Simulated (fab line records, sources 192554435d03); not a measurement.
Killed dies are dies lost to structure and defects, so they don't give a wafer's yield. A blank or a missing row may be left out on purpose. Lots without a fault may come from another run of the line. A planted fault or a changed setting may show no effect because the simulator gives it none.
Split-lot experiment | flow n5_finfet | 7 lots, 21 wafers read, on a route of 1938 steps

THE SPLIT
At N5_BEOL_M4_COAT_73 (time 60 s, resist thk 5 nm), the setting spin_rpm was moved away from the recipe's 1500 rpm on 8 of the 21 wafers read, by -9.5% to +8.1%. The other wafers ran this setting at the recipe's value.

FROM THE SPLIT TO THE READING: what the file shows between them, 1 step
- N5_BEOL_M4_DESCUM_16: chemistry O2, time 7 s (also split here: time_s)

THE READING
etch.depth_nm (the simulator's own value, which no gauge read), in nm, at N5_BEOL_M4_ETCH_74 (etches underlayer in N2/H2, target depth 6.5 nm, time 5.2 s). The file gives no usual value for it. The 13 wafers here that ran the recipe average 5.003 nm, standard deviation 0.012 nm.

wafer  | tool, chamber at the split | spin_rpm as run, rpm | against the recipe | etch.depth_nm, nm | against lot-mates on the recipe
L077.1 | litho_track-05, 0          | 1500                 | recipe             | 5.013             | -
L077.3 | litho_track-05, 0          | 1622                 | +8.1%              | 4.848             | -0.168
L077.5 | litho_track-05, 0          | 1500                 | recipe             | 5.019             | -
L079.1 | litho_track-01, 0          | 1500                 | recipe             | 5.007             | -
L079.2 | litho_track-01, 0          | 1593                 | +6.2%              | 4.872             | -0.139
L079.4 | litho_track-01, 0          | 1500                 | recipe             | 5.015             | -
L083.4 | litho_track-01, 0          | 1551                 | +3.4%              | 4.926             | -0.091
L083.5 | litho_track-01, 0          | 1500                 | recipe             | 5.017             | -
L083.6 | litho_track-01, 0          | 1551                 | +3.4%              | 4.932             | -0.085
L084.2 | litho_track-05, 0          | 1452                 | -3.2%              | 5.082             | +0.094
L084.3 | litho_track-05, 0          | 1452                 | -3.2%              | 5.088             | +0.100
L084.5 | litho_track-05, 0          | 1500                 | recipe             | 4.988             | -
L086.2 | litho_track-03, 0          | 1500                 | recipe             | 4.984             | -
L086.4 | litho_track-03, 0          | 1500                 | recipe             | 4.988             | -
L086.5 | litho_track-03, 0          | 1500                 | recipe             | 4.989             | -
L087.1 | litho_track-03, 0          | 1358                 | -9.5%              | 5.25              | +0.253
L087.3 | litho_track-03, 0          | 1358                 | -9.5%              | 5.256             | +0.259
L087.6 | litho_track-03, 0          | 1500                 | recipe             | 4.997             | -
L094.1 | litho_track-01, 0          | 1500                 | recipe             | 5.015             | -
L094.2 | litho_track-01, 0          | 1500                 | recipe             | 4.995             | -
L094.6 | litho_track-01, 0          | 1500                 | recipe             | 5.011             | -

THE FIT
A straight line over all 21 wafers: etch.depth_nm changes by -0.0238 nm for each +1% of spin_rpm; r = -0.99; the points scatter about the line by 0.015 nm.
The same after taking each lot's own level away (the mean of its wafers on the recipe; 21 wafers): -0.0253 nm for each +1%; r = -0.99; scatter 0.011 nm.
On that fit, the largest move of spin_rpm shifts the reading by 0.24 nm.
The lots' own levels span 4.9870 to 5.0170 nm, that is 2.4 times the standard deviation above.
So the lot-to-lot level changes the slope little: the two slopes agree.
Check: with one of the wafers moved furthest among these (-9.5%) left out of the fit, the line predicts +0.241 nm for it against its lot-mates. It came out at +0.253 nm against them.

OTHER SPLITS ON THESE WAFERS
These wafers also went through other splits before the reading. Each is held against what the fit with the lots' levels taken away leaves over:
other split on the same wafers            | wafers away from the commonest value | r with etch.depth_nm (lot level and that fit taken away)
N5_BEOL_M0_TRENCH_ETCH_107 target_depth_a | 5                                    | +0.25
N5_BEOL_M1_VIA_ETCH_34 bias_w             | 6                                    | +0.07
N5_BEOL_M2_EXPOSE_08 dose_mj              | 4                                    | +0.11
N5_BEOL_M2_ETCH_64 source_w               | 9                                    | +0.41
N5_BEOL_M3_COAT_05 spin_rpm               | 3                                    | +0.30
N5_BEOL_M3_ETCH_64 time_s                 | 4                                    | -0.03
N5_BEOL_M4_DESCUM_16 time_s               | 5                                    | -0.03

THE FILE'S OWN FIT
etch.depth_nm changes by -0.0244 nm for each +1% of spin_rpm, r = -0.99.
